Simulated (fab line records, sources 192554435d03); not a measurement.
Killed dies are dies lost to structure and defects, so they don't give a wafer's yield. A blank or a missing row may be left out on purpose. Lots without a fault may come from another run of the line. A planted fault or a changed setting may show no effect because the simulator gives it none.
Which tool did it? | flow n5_finfet | 15 lots, 45 wafers sampled, at 8 steps of a route of 1938

WHAT THE GAUGES READ, wafer by wafer
N5_BEOL_M4_CD_MEAS_18: pitch 36 nm, target cd 18 nm.
lot  | measured     | on        | cd_nm (nm)
L555 | day 7 04:42  | cd_sem-02 | 17.57 17.69 17.77
L557 | day 8 02:07  | cd_sem-02 | 17.84 17.80 17.94
L559 | day 8 19:08  | cd_sem-01 | 18.63 18.09 17.58
L560 | day 8 23:49  | cd_sem-03 | 18.16 17.67 18.41
L562 | day 9 05:53  | cd_sem-03 | 18.06 18.18 17.90
L563 | day 9 13:26  | cd_sem-02 | - - -
L564 | day 10 04:22 | cd_sem-03 | - - -
L565 | day 10 06:14 | cd_sem-01 | - - -
L566 | day 10 07:43 | cd_sem-01 | 17.53 17.96 17.77
L571 | day 11 14:42 | cd_sem-02 | 17.92 17.93 17.88
L572 | day 11 22:10 | cd_sem-02 | 17.59 18.37 18.39
L573 | day 12 09:03 | cd_sem-01 | 18.19 18.10 18.06
L575 | day 13 05:40 | cd_sem-01 | 18.01 18.29 17.70
L576 | day 12 19:22 | cd_sem-03 | 17.74 17.78 18.59
L578 | day 13 03:38 | cd_sem-01 | 17.75 17.77 17.97

N5_BEOL_M4_RC_MEAS_101.
lot  | measured     | on        | DIBL_N (mV/V)  | DIBL_P (mV/V)  | IOFF_N (nA/um)    | IOFF_P (nA/um)    | ION_N (uA/um) | ION_P (uA/um) | SS_N (mV/dec)  | SS_P (mV/dec)  | VT_N (mV)         | VT_P (mV)
L555 | day 7 11:56  | prober-01 | 36.1 36.0 36.9 | 36.4 36.6 37.0 | 0.151 0.157 0.162 | 0.213 0.220 0.223 | 667 686 670   | 467 468 463   | 70.4 71.2 71.6 | 73.2 73.6 73.7 | 251.6 250.6 251.5 | -249.9 -249.2 -249.0
L557 | day 8 12:51  | prober-02 | 37.0 37.4 35.8 | 36.3 37.6 35.2 | 0.171 0.182 0.143 | 0.212 0.231 0.192 | 677 680 673   | 457 462 457   | 72.1 71.4 71.3 | 73.2 73.9 73.3 | 249.5 246.6 249.4 | -248.3 -246.2 -250.7
L559 | day 9 05:26  | prober-01 | 35.5 36.9 37.6 | 36.9 38.7 39.1 | 0.157 0.190 0.204 | 0.188 0.218 0.226 | 677 691 688   | 460 466 459   | 70.8 71.9 72.4 | 73.3 73.0 73.5 | 249.9 248.4 246.2 | -252.9 -249.9 -252.3
L560 | day 9 08:05  | prober-01 | 37.7 36.2 37.6 | 37.3 35.6 38.0 | 0.194 0.164 0.195 | 0.240 0.216 0.256 | 682 675 681   | 469 465 470   | 72.6 71.2 71.1 | 73.0 72.9 73.4 | 245.2 248.1 243.1 | -246.3 -247.6 -247.4
L562 | day 9 13:36  | prober-02 | 34.7 37.3 35.3 | 35.5 38.2 35.8 | 0.136 0.170 0.142 | 0.218 0.266 0.223 | 673 675 679   | 467 472 474   | 71.1 72.1 71.8 | 72.3 73.3 72.5 | 249.2 248.7 250.7 | -247.6 -243.5 -248.0
L566 | day 10 13:40 | prober-01 | 35.9 35.2 35.7 | 36.0 35.3 35.8 | 0.162 0.151 0.155 | 0.199 0.188 0.194 | 670 678 670   | 461 465 462   | 71.2 71.4 71.5 | 72.5 72.7 73.0 | 247.1 245.8 246.7 | -250.7 -251.3 -252.4
L571 | day 11 22:10 | prober-01 | 35.8 36.7 33.9 | 35.4 36.7 33.8 | 0.154 0.179 0.128 | 0.198 0.222 0.175 | 684 679 664   | 464 465 457   | 71.5 71.5 71.3 | 72.8 73.8 72.9 | 249.4 247.4 250.7 | -249.8 -249.7 -252.9
L572 | day 12 08:43 | prober-02 | 38.3 36.2 36.1 | 37.3 35.6 36.0 | 0.176 0.139 0.146 | 0.246 0.225 0.226 | 678 664 672   | 469 472 473   | 70.9 70.7 71.4 | 73.8 73.2 72.6 | 249.1 250.8 249.6 | -246.2 -244.7 -248.5
L573 | day 12 19:05 | prober-01 | 36.3 36.8 37.0 | 38.4 38.6 39.0 | 0.182 0.172 0.192 | 0.202 0.191 0.207 | 691 672 689   | 465 450 460   | 71.5 70.8 71.8 | 73.7 73.3 73.4 | 248.3 250.8 245.5 | -251.0 -254.4 -251.1
L575 | day 13 14:47 | prober-01 | 34.5 35.3 32.4 | 35.4 36.1 33.1 | 0.140 0.154 0.116 | 0.186 0.202 0.156 | 673 676 664   | 460 459 457   | 71.1 72.1 70.8 | 72.7 72.4 72.0 | 249.2 250.1 254.7 | -253.0 -250.4 -251.6
L576 | day 13 05:27 | prober-02 | 38.2 37.4 39.1 | 37.6 36.7 39.4 | 0.172 0.151 0.197 | 0.217 0.204 0.249 | 680 663 679   | 462 457 463   | 71.6 71.9 72.1 | 74.0 73.9 74.4 | 247.7 251.6 246.0 | -248.9 -250.7 -247.2
L578 | day 13 10:26 | prober-02 | 38.9 38.1 37.4 | 38.9 36.9 36.3 | 0.200 0.182 0.172 | 0.240 0.209 0.203 | 683 680 680   | 463 460 462   | 71.4 71.7 71.7 | 74.7 73.5 73.1 | 246.9 248.8 250.2 | -249.0 -250.7 -252.5

WHICH TOOL RAN EACH LOT (tool, then ch and the chambers of the sampled wafers, then the start)
lot  | N5_BEOL_M3_SPUTTER_90        | N5_BEOL_M3_SPUTTER_92        | N5_BEOL_M3_ANNEAL_93         | N5_BEOL_M4_ETCH_63                 | N5_BEOL_M4_ETCH_64                 | N5_BEOL_M4_HM_OPEN_17
L555 | pvd_sputter-01, day 6 23:40  | pvd_sputter-01, day 6 23:53  | pvd_sputter-01, day 6 23:58  | rie_diel-03 ch 1,2,3, day 7 04:02  | rie_diel-03 ch 1,2,3, day 7 04:04  | rie_metal-02 ch 1, day 7 04:20
L557 | pvd_sputter-01, day 7 23:00  | pvd_sputter-01, day 7 23:14  | pvd_sputter-01, day 7 23:20  | rie_diel-03 ch 0,1,2, day 8 01:44  | rie_diel-03 ch 0,1,2, day 8 01:45  | rie_metal-03 ch 0,1, day 8 01:56
L559 | pvd_sputter-03, day 8 13:01  | pvd_sputter-03, day 8 13:14  | pvd_sputter-03, day 8 13:19  | rie_diel-03 ch 0,1,2, day 8 18:38  | rie_diel-03 ch 0,1,2, day 8 18:39  | rie_metal-02 ch 1, day 8 18:50
L560 | pvd_sputter-01, day 8 19:01  | pvd_sputter-01, day 8 19:14  | pvd_sputter-01, day 8 19:19  | rie_diel-03 ch 0,1,3, day 8 23:23  | rie_diel-03 ch 0,1,3, day 8 23:25  | rie_metal-01 ch 0,1, day 8 23:35
L562 | pvd_sputter-02, day 9 02:07  | pvd_sputter-02, day 9 02:20  | pvd_sputter-02, day 9 02:25  | rie_diel-05 ch 2,3, day 9 05:28    | rie_diel-05 ch 2,3, day 9 05:29    | rie_metal-01 ch 0,1, day 9 05:42
L563 | pvd_sputter-03, day 9 09:53  | pvd_sputter-03, day 9 10:07  | pvd_sputter-03, day 9 10:11  | rie_diel-05 ch 0,2,3, day 9 13:04  | rie_diel-05 ch 0,2,3, day 9 13:05  | rie_metal-02 ch 0,1, day 9 13:16
L564 | pvd_sputter-02, day 10 01:04 | pvd_sputter-02, day 10 01:17 | pvd_sputter-02, day 10 01:22 | rie_diel-03 ch 0,1,3, day 10 03:58 | rie_diel-03 ch 0,1,3, day 10 04:00 | rie_metal-03 ch 0,1, day 10 04:12
L565 | pvd_sputter-03, day 10 02:14 | pvd_sputter-03, day 10 02:27 | pvd_sputter-03, day 10 02:32 | rie_diel-04 ch 1,2,3, day 10 05:50 | rie_diel-04 ch 1,2,3, day 10 05:52 | rie_metal-03 ch 0,1, day 10 06:04
L566 | pvd_sputter-01, day 10 04:25 | pvd_sputter-01, day 10 04:38 | pvd_sputter-01, day 10 04:43 | rie_diel-05 ch 1,2,3, day 10 07:08 | rie_diel-05 ch 1,2,3, day 10 07:10 | rie_metal-02 ch 0, day 10 07:22
L571 | pvd_sputter-03, day 11 10:59 | pvd_sputter-03, day 11 11:13 | pvd_sputter-03, day 11 11:17 | rie_diel-03 ch 0,2, day 11 14:18   | rie_diel-03 ch 0,2, day 11 14:20   | rie_metal-03 ch 0,1, day 11 14:32
L572 | pvd_sputter-01, day 11 19:01 | pvd_sputter-01, day 11 19:14 | pvd_sputter-01, day 11 19:19 | rie_diel-03 ch 1,2,3, day 11 21:47 | rie_diel-03 ch 1,2,3, day 11 21:49 | rie_metal-01 ch 0,1, day 11 21:59
L573 | pvd_sputter-02, day 12 03:22 | pvd_sputter-02, day 12 03:35 | pvd_sputter-02, day 12 03:40 | rie_diel-04 ch 1,2,3, day 12 08:29 | rie_diel-04 ch 1,2,3, day 12 08:31 | rie_metal-01 ch 0, day 12 08:41
L575 | pvd_sputter-01, day 12 12:47 | pvd_sputter-01, day 12 13:00 | pvd_sputter-01, day 12 13:05 | rie_diel-05 ch 0,1,3, day 13 05:17 | rie_diel-05 ch 0,1,3, day 13 05:19 | rie_metal-03 ch 0,1, day 13 05:29
L576 | pvd_sputter-02, day 12 14:04 | pvd_sputter-02, day 12 14:17 | pvd_sputter-02, day 12 14:22 | rie_diel-04 ch 0,1,2, day 12 18:53 | rie_diel-04 ch 0,1,2, day 12 18:55 | rie_metal-01 ch 0, day 12 19:05
L578 | pvd_sputter-02, day 13 00:23 | pvd_sputter-02, day 13 00:37 | pvd_sputter-02, day 13 00:41 | rie_diel-05 ch 0,1, day 13 03:15   | rie_diel-05 ch 0,1, day 13 03:17   | rie_metal-02 ch 0, day 13 03:27
- N5_BEOL_M3_SPUTTER_90: material Cu, target thk 4.5 nm, time 8.29 s.
- N5_BEOL_M3_SPUTTER_92: material Cu, target thk 4.5 nm, time 8.29 s.
- N5_BEOL_M3_ANNEAL_93: time 240 s.
- N5_BEOL_M4_ETCH_63: etches SiARC in CF4, target depth 15.6 nm, time 26 s.
- N5_BEOL_M4_ETCH_64: etches SOC in N2/H2, target depth 75 nm, overetch 22.5 nm, time 121.9 s.
- N5_BEOL_M4_HM_OPEN_17: chemistry Cl2/BCl3, target TiN, target depth 20 nm, overetch 6 nm.

WHAT THE TOOLS THEMSELVES READ (means of the sampled wafers that have a number; where no wafer has one, the mark that the record gives instead)
N5_BEOL_M3_SPUTTER_90.
lot  | tool           | throttle_valve_pct (%)
L555 | pvd_sputter-01 | 30.5
L557 | pvd_sputter-01 | 29.9
L559 | pvd_sputter-03 | 29.7
L560 | pvd_sputter-01 | 30.7
L562 | pvd_sputter-02 | 29.3
L563 | pvd_sputter-03 | 29.7
L564 | pvd_sputter-02 | 29.5
L565 | pvd_sputter-03 | 29.9
L566 | pvd_sputter-01 | 30.8
L571 | pvd_sputter-03 | 30.2
L572 | pvd_sputter-01 | 30.2
L573 | pvd_sputter-02 | 29.3
L575 | pvd_sputter-01 | 30.8
L576 | pvd_sputter-02 | 29.2
L578 | pvd_sputter-02 | 28.9

N5_BEOL_M3_SPUTTER_92.
lot  | tool           | throttle_valve_pct (%)
L555 | pvd_sputter-01 | 30.6
L557 | pvd_sputter-01 | 29.9
L559 | pvd_sputter-03 | 29.6
L560 | pvd_sputter-01 | 30.7
L562 | pvd_sputter-02 | 29.3
L563 | pvd_sputter-03 | 29.6
L564 | pvd_sputter-02 | 29.4
L565 | pvd_sputter-03 | 29.9
L566 | pvd_sputter-01 | 30.6
L571 | pvd_sputter-03 | 30.3
L572 | pvd_sputter-01 | 30.2
L573 | pvd_sputter-02 | 29.1
L575 | pvd_sputter-01 | 30.7
L576 | pvd_sputter-02 | 29.4
L578 | pvd_sputter-02 | 29.1

N5_BEOL_M3_ANNEAL_93.
lot  | tool           | heater_power_w (W) | susceptor_temp_C_max
L555 | pvd_sputter-01 | 843                | 400.8
L557 | pvd_sputter-01 | 840                | 401.2
L559 | pvd_sputter-03 | 827                | 400.8
L560 | pvd_sputter-01 | 849                | 401.0
L562 | pvd_sputter-02 | 940                | 401.0
L563 | pvd_sputter-03 | 825                | 400.8
L564 | pvd_sputter-02 | 913                | 401.0
L565 | pvd_sputter-03 | 812                | 400.8
L566 | pvd_sputter-01 | 848                | 401.0
L571 | pvd_sputter-03 | 875                | 401.1
L572 | pvd_sputter-01 | 849                | 401.0
L573 | pvd_sputter-02 | 868                | 400.9
L575 | pvd_sputter-01 | 869                | 400.9
L576 | pvd_sputter-02 | 938                | 401.3
L578 | pvd_sputter-02 | 828                | 400.9

N5_BEOL_M4_ETCH_63.
lot  | tool        | bias_w (W) | cf4_flow_sccm (sccm) | drypump_motor_current_A (A) | etch_rf_on_time_s (s) | oes_product_au (a.u.) | rf_vpp_V (V) | showerhead_plenum_p_Torr (Torr) | throttle_valve_pct (%)
L555 | rie_diel-03 | 36.05      | 100.1                | 5.6                         | 25.9                  | 0.68                  | 184.7        | 2.15                            | 15.46
L557 | rie_diel-03 | 36.03      | 99.8                 | 5.6                         | 25.9                  | 0.66                  | 183.9        | 2.17                            | 15.47
L559 | rie_diel-03 | 35.96      | 100.2                | 5.6                         | 25.8                  | 0.66                  | 184.5        | 2.17                            | 15.46
L560 | rie_diel-03 | 35.97      | 100.2                | 5.5                         | 26.1                  | 0.61                  | 183.6        | 2.13                            | 15.70
L562 | rie_diel-05 | 35.94      | 100.2                | 5.6                         | 25.5                  | 0.72                  | 184.4        | 2.14                            | 15.48
L563 | rie_diel-05 | -          | -                    | -                           | -                     | -                     | -            | -                               | -
L564 | rie_diel-03 | -          | -                    | -                           | -                     | -                     | -            | -                               | -
L565 | rie_diel-04 | -          | -                    | -                           | -                     | -                     | -            | -                               | -
L566 | rie_diel-05 | 36.05      | 99.7                 | 5.6                         | 25.8                  | 0.67                  | 185.1        | 2.15                            | 15.59
L571 | rie_diel-03 | 35.92      | 99.9                 | 5.8                         | 25.4                  | 0.77                  | 184.7        | 2.23                            | 15.37
L572 | rie_diel-03 | 36.03      | 100.1                | 5.6                         | 25.6                  | 0.65                  | 183.9        | 2.14                            | 15.55
L573 | rie_diel-04 | 35.92      | 99.7                 | 6.3                         | 25.9                  | 0.68                  | 184.3        | 2.14                            | 15.87
L575 | rie_diel-05 | 35.99      | 100.2                | 5.7                         | 26.0                  | 0.65                  | 184.0        | 2.18                            | 15.56
L576 | rie_diel-04 | 36.05      | 100.3                | 6.3                         | 25.7                  | 0.74                  | 185.0        | 2.17                            | 15.63
L578 | rie_diel-05 | 35.84      | 99.8                 | 5.6                         | 25.5                  | 0.66                  | 185.4        | 2.24                            | 15.49

N5_BEOL_M4_ETCH_64.
lot  | tool        | bias_w (W) | chamber_pressure_mTorr (mTorr) | drypump_motor_current_A (A) | oes_product_au (a.u.) | rf_vpp_V (V) | showerhead_plenum_p_Torr (Torr) | throttle_valve_pct (%)
L555 | rie_diel-03 | 150.0      | 29.987                         | 5.6                         | 0.60                  | 524.0        | 2.55                            | 17.6
L557 | rie_diel-03 | 149.7      | 29.991                         | 5.6                         | 0.59                  | 526.1        | 2.58                            | 17.6
L559 | rie_diel-03 | 149.7      | 30.010                         | 5.6                         | 0.59                  | 525.3        | 2.58                            | 17.7
L560 | rie_diel-03 | 150.1      | 30.005                         | 5.5                         | 0.54                  | 524.1        | 2.52                            | 17.9
L562 | rie_diel-05 | 150.3      | 29.998                         | 5.6                         | 0.64                  | 523.9        | 2.53                            | 17.7
L563 | rie_diel-05 | 150.1      | 29.994                         | 5.6                         | 0.31                  | 525.6        | 2.57                            | 17.5
L564 | rie_diel-03 | 149.8      | 29.996                         | 5.5                         | 0.27                  | 523.4        | 2.52                            | 17.9
L565 | rie_diel-04 | 150.1      | 30.003                         | 6.3                         | 0.31                  | 524.6        | 2.56                            | 18.0
L566 | rie_diel-05 | 150.2      | 30.023                         | 5.6                         | 0.60                  | 523.6        | 2.56                            | 17.8
L571 | rie_diel-03 | 149.8      | 29.994                         | 5.8                         | 0.67                  | 527.3        | 2.65                            | 17.6
L572 | rie_diel-03 | 150.2      | 29.983                         | 5.6                         | 0.58                  | 524.7        | 2.54                            | 17.7
L573 | rie_diel-04 | 150.2      | 29.989                         | 6.3                         | 0.60                  | 523.9        | 2.55                            | 18.1
L575 | rie_diel-05 | 149.9      | 29.993                         | 5.7                         | 0.58                  | 524.5        | 2.59                            | 17.7
L576 | rie_diel-04 | 150.1      | 30.017                         | 6.3                         | 0.66                  | 525.5        | 2.58                            | 17.9
L578 | rie_diel-05 | 149.7      | 30.011                         | 5.6                         | 0.58                  | 527.3        | 2.66                            | 17.6

N5_BEOL_M4_HM_OPEN_17.
lot  | tool         | drypump_motor_current_A (A) | oes_product_au (a.u.) | throttle_valve_pct (%)
L555 | rie_metal-02 | 5.2                         | 0.69                  | 22.00
L557 | rie_metal-03 | 5.6                         | 0.62                  | 22.16
L559 | rie_metal-02 | 5.2                         | 0.68                  | 22.00
L560 | rie_metal-01 | 5.7                         | 0.62                  | 22.12
L562 | rie_metal-01 | 5.7                         | 0.61                  | 22.13
L563 | rie_metal-02 | 5.9                         | 0.35                  | 22.56
L564 | rie_metal-03 | 5.6                         | 0.26                  | 22.84
L565 | rie_metal-03 | 5.6                         | 0.27                  | 22.84
L566 | rie_metal-02 | 6.4                         | 0.82                  | 21.86
L571 | rie_metal-03 | 5.3                         | 0.59                  | 22.13
L572 | rie_metal-01 | 5.7                         | 0.61                  | 22.13
L573 | rie_metal-01 | 6.0                         | 0.62                  | 22.20
L575 | rie_metal-03 | 5.6                         | 0.59                  | 22.21
L576 | rie_metal-01 | 6.1                         | 0.63                  | 22.17
L578 | rie_metal-02 | 6.3                         | 0.78                  | 21.89

THE ANSWER, worked out from the rows above alone
Rule: what is usual is taken from the lots themselves. Put in order of their means at a reading, lots are off if they are a third of the lots or fewer, leave a main group of 4 or more, and stand apart from it by a gap of 3 or more times the standard deviation of the main group's means; of several such gaps the widest counts. A main group whose means are all the same, to the digits that the tables above print for the reading, isn't used. A lot without any number at a reading at which 4 lots or more have one is off too. The other lots that the step has rows for count as sound. The gauges are gone through in route order, then the tools' own readings, and for those a lot's mean is taken as printed above. The first step at which some lot is off is used, and at that step the reading that is off furthest; a lot without a number counts as furthest.
Off: L563, L564, L565, at N5_BEOL_M4_CD_MEAS_18 (cd_nm). Without a number there: L563, L564, L565. The main group: mean 17.96 nm, standard deviation 0.14.
A tool fits if, at a process step before that reading, it ran every lot that is off, and no sound lot after the first of them. The gauges at N5_BEOL_M4_CD_MEAS_18 aren't tried: what is off there is off at N5_BEOL_M4_ETCH_63 too, on other tools, and a gauge's error can't cause that. None of those tried fits.

WHAT THE SIMULATOR HAD PUT IN
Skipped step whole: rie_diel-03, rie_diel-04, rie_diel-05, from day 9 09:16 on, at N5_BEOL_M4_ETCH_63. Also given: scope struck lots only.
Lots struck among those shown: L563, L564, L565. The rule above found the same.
